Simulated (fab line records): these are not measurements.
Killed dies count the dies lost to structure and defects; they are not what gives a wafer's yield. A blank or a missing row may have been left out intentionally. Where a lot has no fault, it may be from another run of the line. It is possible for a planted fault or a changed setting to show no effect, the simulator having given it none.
fab line records	flow n5-finfet
record: lots: 7	wafers: 39
route steps=1938 shown BEOL_M11@1578
start-h: hours from the record's first day to the start of the lot's first wafer shown	wait-h: how many hours have passed since the lot's step before this one	" repeats the value in the row above	L1.1+2: one row covering several wafers at once	- no value, or no start given	* or withheld: withheld	< > ~ a bound
route shown NAME@n: names a module that has steps shown in the file, with the first one's number in the route	usual: average and standard deviation across the fault-free wafers	same: alike in all rows	chamber/n: place in a boat	sites: readings site by site	_std_site: standard deviation of those values	_edge_site: mean of outer sites minus mean of inner sites	radius-mm: how far each site lies from the wafer's centre	mask NAME#n: copy n	behind: the last tool/chamber to shape the wafer	hold: reason for holding the lot/hours on hold/outcome of the hold	device: whichever transistor did not switch (one of n, p or np)	end of line: tests of these same wafers at the route's end	step lacking rows: just its recipe	killed: the dies lost at the first sort to structure and to defects; this is not the yield of the wafer	map: a wafer's dies, x killed, . not, _ none there
set.NAME: the setting that was run; set.NAME@STEP: the one run at that earlier step	model.NAME: the simulator's own value behind a step, which no gauge read
lots with deliberately changed settings; one table per step, one row per wafer
== steps ==
step: N5_BEOL_M11_TRENCH_ETCH_37
recipe: chemistry: C4F6/O2	target-depth-a: 1488.3	target: SiCOH_lowk	time-s: 48	ion-energy-ev: 250	pressure-mtorr: 30	source-w: 345	bias-w: 185	Ar_flow_sccm: 300	C4F6_flow_sccm: 10	O2_flow_sccm: 10
lot.wafer	tool	chamber	start-h	wait-h	set.target-depth-a	model.etch.depth-nm	model.BEOL_M11.feature-depth-nm	model.TiN_of_BEOL_M11_HM_DEP_02.thk-nm
L076.1	rie-diel-06	2	-	-	1052	107.7	107.8	17.2
L076.2	"	1	"	"	1052	105.6	105.6	17.2
L076.3	"	3	"	"	1052	107	107	17.2
L076.4	"	0	"	"	1488.3	147.4	147.4	16.2
L076.5	"	0	"	"	1488.3	146.2	146.2	16
L076.6	"	1	"	"	1488.3	147.6	147.6	16
L084.1	rie-diel-02	1	-	-	2332	233.3	233.2	13.6
L084.2	"	3	"	"	2332	225.4	225.4	13.8
L084.3	"	0	"	"	2332	234.7	234.6	13.4
L084.4	"	2	"	"	1488.3	147	147	15.8
L084.5	"	0	"	"	1488.3	148.4	148.4	16
L084.6	"	1	"	"	1488.3	149	149	15.8
L085.1	rie-diel-01	1	-	-	1898	191.7	191.6	14.6
L085.2	"	2	"	"	1488.3	152.5	152.4	15.6
L085.3	"	0	"	"	1488.3	147.7	147.8	16.2
L085.4	"	3	"	"	1898	184.6	184.6	14.8
L085.5	"	1	"	"	1898	190.3	190.2	15
L085.6	"	2	"	"	1488.3	152.7	152.6	15.8
L089.1	rie-diel-02	3	-	-	1488.3	146.7	146.6	15.8
L089.3	"	1	"	"	1488.3	150.8	150.8	16
L089.6	"	0	"	"	1488.3	153.7	153.6	15.8
L088.1	rie-diel-01	2	-	-	1488.3	148.4	148.4	16
L088.2	"	0	"	"	761.9	75.2	75.2	17.6
L088.3	"	3	"	"	761.9	73.7	73.6	17.8
L088.4	"	0	"	"	1488.3	146.2	146.2	15.6
L088.5	"	3	"	"	1488.3	144.4	144.4	15.8
L088.6	"	2	"	"	761.9	76.53	76.6	17.6
L090.1	rie-diel-06	1	-	-	2258	221.6	221.6	13.8
L090.2	"	0	"	"	1488.3	150	150	16
L090.3+4	"	2,3	"	"	2258	225.7	225.8	13.8
L090.5	"	1	"	"	1488.3	147.8	147.8	15.8
L090.6	"	0	"	"	1488.3	150.2	150.2	16
L092.1	rie-diel-06	0	-	-	1488.3	149.1	149.2	15.6
L092.2	"	2	"	"	1488.3	148.3	148.2	16
L092.3	"	3	"	"	1488.3	148	148	15.8
L092.4	"	1	"	"	1488.3	147.1	147	16
L092.5	"	1	"	"	1488.3	146.6	146.6	15.8
L092.6	"	2	"	"	1488.3	148.7	148.8	15.4
step: N5_BEOL_M11_ETCH_41
recipe: chemistry: CH3F/O2	target: SiCN	target-depth-a: 426	taper-deg: 2	time-s: 86	ion-energy-ev: 120	mask-material: TiN	pressure-mtorr: 30	source-w: 395	bias-w: 75	Ar_flow_sccm: 150	CH3F_flow_sccm: 30	O2_flow_sccm: 20
step: N5_BEOL_M11_STRIP_77
recipe: chemistry: N2/H2	time-s: 10	power-w: 450	temp-c: 40	pressure-mtorr: 20	rf-frequency-hz: 6e+07	bias-power-w: 7	n2-flow-sccm: 200	h2-flow-sccm: 200
step: N5_BEOL_M11_OCD_MEAS_38
usual: trench-depth-nm: 148.8/2.3
lot.wafer	tool	chamber	start-h	wait-h	set.target-depth-a@BEOL_M11_TRENCH_ETCH_37	trench-depth-nm
L076.1	ocd-01	-	228.01	-	1052	107.6
L076.2	"	-	"	"	1052	105.6
L076.3	"	-	"	"	1052	106.4
L076.4	"	-	"	"	1488.3	147.2
L076.5	"	-	"	"	1488.3	146.4
L076.6	"	-	"	"	1488.3	147.6
L084.1	ocd-02	-	281.58	-	2332	233.2
L084.2	"	-	"	"	2332	225.4
L084.3	"	-	"	"	2332	234.5
L084.4	"	-	"	"	1488.3	146.8
L084.5	"	-	"	"	1488.3	149.0
L084.6	"	-	"	"	1488.3	148.8
L085.1	ocd-01	-	302.66	-	1898	-
L085.2	"	-	"	"	1488.3	152.1
L085.3	"	-	"	"	1488.3	-
L085.4	"	-	"	"	1898	-
L085.5	"	-	"	"	1898	190.0
L085.6	"	-	"	"	1488.3	152.4
L089.1	ocd-01	-	312.48	-	1488.3	146.9
L089.3	"	-	"	"	1488.3	150.8
L089.6	"	-	"	"	1488.3	154.3
L088.1	ocd-01	-	333.11	-	1488.3	148.1
L088.2	"	-	"	"	761.9	74.7
L088.3	"	-	"	"	761.9	73.4
L088.4	"	-	"	"	1488.3	146.4
L088.5	"	-	"	"	1488.3	144.5
L088.6	"	-	"	"	761.9	76.6
L090.1	ocd-01	-	335.23	-	2258	221.0
L090.2	"	-	"	"	1488.3	150.0
L090.3	"	-	"	"	2258	225.2
L090.4	"	-	"	"	2258	225.9
L090.5	"	-	"	"	1488.3	147.3
L090.6	"	-	"	"	1488.3	150.6
L092.1	ocd-01	-	339.38	-	1488.3	-
L092.2	"	-	"	"	1488.3	-
L092.3	"	-	"	"	1488.3	147.9
L092.4	"	-	"	"	1488.3	147.3
L092.5	"	-	"	"	1488.3	146.7
L092.6	"	-	"	"	1488.3	-
step: N5_BEOL_M11_HM_STRIP_39
recipe: chemistry: peroxide-tin-strip	material: TiN	target-depth-a: 250	temp-c: 50	time-s: 158
step: N5_BEOL_M11_SRD_40
recipe: time-s: 30	temp-c: 23	rinse-liquid: diw	dry: ipa-marangoni
step: N5_BEOL_M11_ECD_50
recipe: material: Cu	target-thk-a: 3180
step: N5_BEOL_M11_ANNEAL_51
recipe: temp-c: 225	time-s: 90	ambient: N2
step: N5_BEOL_M11_CMP_52
recipe: stop-on: SiCOH_lowk	t-overpolish-s: 7	down-force-psi: 1	platen-rpm: 50	clearing-platen-down-force-psi: 1.5	clearing-platen-rpm: 50	post-cmp-clean: cu-alkaline	target-thk-nm: 140	clearing-platen-pad-velocity-m-s: 0.99484	pad-velocity-m-s: 0.99484
lot.wafer	tool	chamber	start-h	wait-h	set.target-depth-a@BEOL_M11_TRENCH_ETCH_37	model.Cu_of_BEOL_M11_ECD_50.thk-nm
L076.2	cmp-03	0	229.92	0.2	1052	97.4
L076.3	"	1	"	"	1052	100.6
L076.1	"	2	"	"	1052	100.4
L076.4	"	3	"	"	1488.3	139.6
L076.5	"	0	"	"	1488.3	138.8
L076.6	"	1	"	"	1488.3	139
L084.4	cmp-02	3	283.76	0.1	1488.3	138.2
L084.1	"	0	"	"	2332	224
L084.2	"	1	"	"	2332	216
L084.3	"	2	"	"	2332	225.6
L084.5	"	3	"	"	1488.3	138.6
L084.6	"	0	"	"	1488.3	139.2
L085.1	cmp-02	2	304.47	0.3	1898	183.2
L085.3	"	3	"	"	1488.3	137.8
L085.2+6	"	0,3	"	"	1488.3	143.6
L085.4	"	1	"	"	1898	175.4
L085.5	"	2	"	"	1898	182.6
L089.3	cmp-01	1	316.25	0.2	1488.3	143.4
L089.1	"	2	"	"	1488.3	138
L089.6	"	2	"	"	1488.3	144.4
L088.1	cmp-03	2	335.06	0.3	1488.3	140.2
L088.3	"	3	"	"	761.9	66
L088.4	"	0	"	"	1488.3	138
L088.2	"	1	"	"	761.9	67.2
L088.6	"	2	"	"	761.9	68.4
L088.5	"	3	"	"	1488.3	136.4
L090.1	cmp-02	3	337.57	0.3	2258	213.6
L090.3	"	0	"	"	2258	216.6
L090.2	"	1	"	"	1488.3	142.6
L090.4	"	2	"	"	2258	217.6
L090.5	"	3	"	"	1488.3	138
L090.6	"	0	"	"	1488.3	141
L092.3	cmp-01	0	341.56	0.2	1488.3	140.8
L092.2	"	1	"	"	1488.3	141.8
L092.4	"	2	"	"	1488.3	140
L092.1	"	3	"	"	1488.3	140.2
L092.5	"	0	"	"	1488.3	139.6
L092.6	"	1	"	"	1488.3	142.2
step: N5_BEOL_M11_THK_MEAS_53
recipe: thk-meas-gauge: xrf	reads: Cu_of_BEOL_M11_ECD_50
usual: M11_THK: 142.0/2.9
lot.wafer	tool	chamber	start-h	wait-h	set.target-depth-a@BEOL_M11_TRENCH_ETCH_37	M11_THK[nm]
L076.1	film-metro-01	-	230.21	-	1052	102.1
L076.2	"	-	"	"	1052	98.7
L076.3	"	-	"	"	1052	102.1
L076.4	"	-	"	"	1488.3	142.4
L076.5	"	-	"	"	1488.3	140.3
L076.6	"	-	"	"	1488.3	141.1
L084.1	film-metro-02	-	284.05	-	2332	229.5
L084.2	"	-	"	"	2332	219.4
L084.3	"	-	"	"	2332	230.5
L084.4	"	-	"	"	1488.3	141.1
L084.5	"	-	"	"	1488.3	141.1
L084.6	"	-	"	"	1488.3	142.1
L085.1	film-metro-02	-	304.76	-	1898	-
L085.2	"	-	"	"	1488.3	146.9
L085.3	"	-	"	"	1488.3	-
L085.4	"	-	"	"	1898	-
L085.5	"	-	"	"	1898	186.1
L085.6	"	-	"	"	1488.3	146.2
L089.1	film-metro-01	-	316.55	-	1488.3	140.3
L089.3	"	-	"	"	1488.3	145.8
L089.6	"	-	"	"	1488.3	146.2
L088.1	film-metro-01	-	335.36	-	1488.3	140.5
L088.2	"	-	"	"	761.9	67.4
L088.3	"	-	"	"	761.9	65.8
L088.4	"	-	"	"	1488.3	138.2
L088.5	"	-	"	"	1488.3	136.6
L088.6	"	-	"	"	761.9	68.6
L090.1	film-metro-01	-	337.87	-	2258	212.1
L090.2	"	-	"	"	1488.3	142.7
L090.3	"	-	"	"	2258	216.2
L090.4	"	-	"	"	2258	217.1
L090.5	"	-	"	"	1488.3	138.1
L090.6	"	-	"	"	1488.3	139.9
L092.1	film-metro-01	-	341.85	-	1488.3	-
L092.2	"	-	"	"	1488.3	-
L092.3	"	-	"	"	1488.3	142.8
L092.4	"	-	"	"	1488.3	141.7
L092.5	"	-	"	"	1488.3	141.9
L092.6	"	-	"	"	1488.3	-
step: N5_BEOL_M11_PRE_CLEAN_55
recipe: gas: NH3	time-s: 15	temp-c: withheld	rf-power-w: 300
step: N5_BEOL_M11_DEP_56
recipe: material: SiCN	target-thk-a: 300	temp-c: withheld	precursor: 3MS/NH3	pressure-torr: 3	rf-w: 675	time-s: 10.5
step: N5_BEOL_M11_RS_MEAS_57
recipe: thk-meas-gauge: four-point-probe	reads: Cu_of_BEOL_M11_ECD_50+Co_of_BEOL_M11_CVD_75+TaN_of_BEOL_M11_ALD_74
usual: M11_RS: 0.151/0.003
lot.wafer	tool	chamber	start-h	wait-h	set.target-depth-a@BEOL_M11_TRENCH_ETCH_37	M11_RS[ohm/sq]
L076.1	film-metro-01	-	230.34	0.0	1052	0.219
L076.2	"	-	"	"	1052	0.227
L076.3	"	-	"	"	1052	0.219
L076.4	"	-	"	"	1488.3	0.151
L076.5	"	-	"	"	1488.3	0.152
L076.6	"	-	"	"	1488.3	0.152
L084.1	film-metro-01	-	284.18	0.0	2332	0.091
L084.2	"	-	"	"	2332	0.094
L084.3	"	-	"	"	2332	0.090
L084.4	"	-	"	"	1488.3	0.153
L084.5	"	-	"	"	1488.3	0.153
L084.6	"	-	"	"	1488.3	0.152
L085.1	film-metro-02	-	304.89	0.0	1898	-
L085.2	"	-	"	"	1488.3	0.147
L085.3	"	-	"	"	1488.3	-
L085.4	"	-	"	"	1898	-
L085.5	"	-	"	"	1898	0.113
L085.6	"	-	"	"	1488.3	0.147
L089.1	film-metro-01	-	316.67	0.0	1488.3	0.153
L089.3	"	-	"	"	1488.3	0.147
L089.6	"	-	"	"	1488.3	0.146
L088.1	film-metro-02	-	335.48	0.0	1488.3	0.150
L088.2	"	-	"	"	761.9	0.351
L088.3	"	-	"	"	761.9	0.358
L088.4	"	-	"	"	1488.3	0.153
L088.5	"	-	"	"	1488.3	0.155
L088.6	"	-	"	"	761.9	0.343
L090.1	film-metro-01	-	338.02	0.1	2258	0.095
L090.2	"	-	"	"	1488.3	0.148
L090.3	"	-	"	"	2258	0.094
L090.4	"	-	"	"	2258	0.094
L090.5	"	-	"	"	1488.3	0.153
L090.6	"	-	"	"	1488.3	0.150
L092.1	film-metro-01	-	341.98	0.0	1488.3	-
L092.2	"	-	"	"	1488.3	-
L092.3	"	-	"	"	1488.3	0.150
L092.4	"	-	"	"	1488.3	0.151
L092.5	"	-	"	"	1488.3	0.151
L092.6	"	-	"	"	1488.3	-
== key ==
split: step: N5_BEOL_M11_TRENCH_ETCH_37	setting: target-depth-a	stated: 1488.3	by: wafer
response: step: N5_BEOL_M11_TRENCH_ETCH_37	reading: model.etch.depth-nm	change: +1.44	per: 1%	r: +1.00
response: step: N5_BEOL_M11_TRENCH_ETCH_37	reading: model.BEOL_M11.feature-depth-nm	change: +1.44	per: 1%	r: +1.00
response: step: N5_BEOL_M11_TRENCH_ETCH_37	reading: model.TiN_of_BEOL_M11_HM_DEP_02.thk-nm	change: -0.0397	per: 1%	r: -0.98
response: step: N5_BEOL_M11_OCD_MEAS_38	reading: trench-depth-nm	change: +1.45	per: 1%	r: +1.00
response: step: N5_BEOL_M11_CMP_52	reading: model.Cu_of_BEOL_M11_ECD_50.thk-nm	change: +1.45	per: 1%	r: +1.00
response: step: N5_BEOL_M11_THK_MEAS_53	reading: M11_THK	change: +1.46	per: 1%	r: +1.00
response: step: N5_BEOL_M11_RS_MEAS_57	reading: M11_RS	shape: bent	at-lowest: 0.350	at-stated: 0.151	at-highest: 0.092
